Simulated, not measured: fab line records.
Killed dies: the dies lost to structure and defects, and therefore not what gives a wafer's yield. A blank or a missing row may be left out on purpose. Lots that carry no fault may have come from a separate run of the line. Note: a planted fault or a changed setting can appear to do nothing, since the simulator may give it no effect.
Split-lot study | flow n5 finfet | 7 lots, 21 wafers read, on a route of 1938 steps

## THE SPLIT
At N5_WELL_APT_PEB_23 (peb time 90 s), the setting peb temp c was moved away from the recipe's 130 C on 7 of the 21 wafers read, by -2.5% to +1.8%. This setting was run at the recipe's value on the other wafers.

## FROM THE SPLIT TO THE READING: what the file shows between them, 2 steps
- N5_WELL_APT_DEVELOP_24: develop time 45 s
- N5_WELL_APT_HARDBAKE_29: time 120 s

## THE READING
cd nm (nm) at N5_WELL_APT_CD_MEAS_25, where the cd target is 200 nm. Typical for fault-free wafers on this fab line: 198.7 nm, with standard deviation 2 nm.

wafer  | tool, chamber at the split | peb temp c as run, C | against the recipe | cd nm, nm | against lot-mates on the recipe
L077.3 | litho track-03, 0          | 130                  | recipe             | 198.8     | -
L077.5 | litho track-03, 0          | 130                  | recipe             | 201.6     | -
L077.6 | litho track-03, 0          | 130                  | recipe             | 198.8     | -
L078.1 | litho track-03, 0          | 130                  | recipe             | 195.7     | -
L078.2 | litho track-03, 0          | 130                  | recipe             | 198.5     | -
L078.4 | litho track-03, 0          | 131.3                | +1.0%              | 204.1     | +7.0
L079.1 | litho track-03, 0          | 130                  | recipe             | 198.9     | -
L079.2 | litho track-03, 0          | 131                  | +0.8%              | 205.9     | +6.5
L079.6 | litho track-03, 0          | 130                  | recipe             | 200.0     | -
L082.4 | litho track-03, 0          | 130                  | recipe             | 185.6     | -
L082.5 | litho track-03, 0          | 132.3                | +1.8%              | 193.8     | +8.2
L082.6 | litho track-03, 0          | 132.3                | +1.8%              | 208.3     | +22.7
L085.2 | litho track-01, 0          | 130                  | recipe             | 199.0     | -
L085.3 | litho track-01, 0          | 130                  | recipe             | 199.7     | -
L085.6 | litho track-01, 0          | 130                  | recipe             | 201.9     | -
L088.3 | litho track-03, 0          | 130                  | recipe             | 206.4     | -
L088.4 | litho track-03, 0          | 126.7                | -2.5%              | 178.0     | -29.2
L088.5 | litho track-03, 0          | 130                  | recipe             | 208.1     | -
L090.4 | litho track-01, 0          | 131.2                | +0.9%              | 191.9     | -4.4
L090.5 | litho track-01, 0          | 131.2                | +0.9%              | 203.2     | +6.9
L090.6 | litho track-01, 0          | 130                  | recipe             | 196.3     | -

FIT RESULTS
A straight line over all 21 wafers: cd nm changes by +4.62 nm for each +1% of peb temp c; r = +0.55; the points scatter about the line by 6.2 nm.
The same after taking each lot's own level away (the mean of its wafers on the recipe; 21 wafers): +9.3 nm for each +1%; r = +0.90; scatter 4 nm.
Per that fit: largest peb temp c move, reading shift of 24 nm.
Across the lots, their own levels run from 185.60 to 207.25 nm, a range of 10.8 times the standard deviation given above.
So the lot-to-lot level blurs the effect unless lot-mates are compared.
Check: for one of the wafers moved furthest among these (-2.5%), held out of the fit, the line's prediction against its lot-mates is -19.3 nm. Against them it came out at -29.2 nm.

## FURTHER SPLITS ON THESE WAFERS
These wafers also went through other splits before the reading. Each is held against what the fit with the lots' levels taken away leaves over:
other split on the same wafers | wafers away from the commonest value | r with cd nm (lot level and that fit taken away)
N5_WELL_APT_COAT_02 spin rpm   | 7                                    | -0.20
N5_WELL_APT_PEB_06 peb time s  | 8                                    | +0.06
N5_WELL_APT_EXPOSE_22 dose mj  | 5                                    | +0.57

## THE WHOLE CHAIN: every reading that the file lists as answering this split, in the file's order
step                   | what it does             | reading                                                         | change (the file's fit)              | r (the file's)
N5_WELL_APT_CD_MEAS_25 | target cd 200 nm         | cd nm                                                           | +9.54 nm for each +1% of the setting | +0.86
N5_WELL_APT_DESCUM_30  | chemistry O2, time 7.9 s | WELL_APT.cd nm (the simulator's own value, which no gauge read) | +9.53 nm for each +1% of the setting | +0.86

## THE FILE'S OWN FIT
cd nm changes by +9.54 nm for each +1% of peb temp c, r = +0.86.
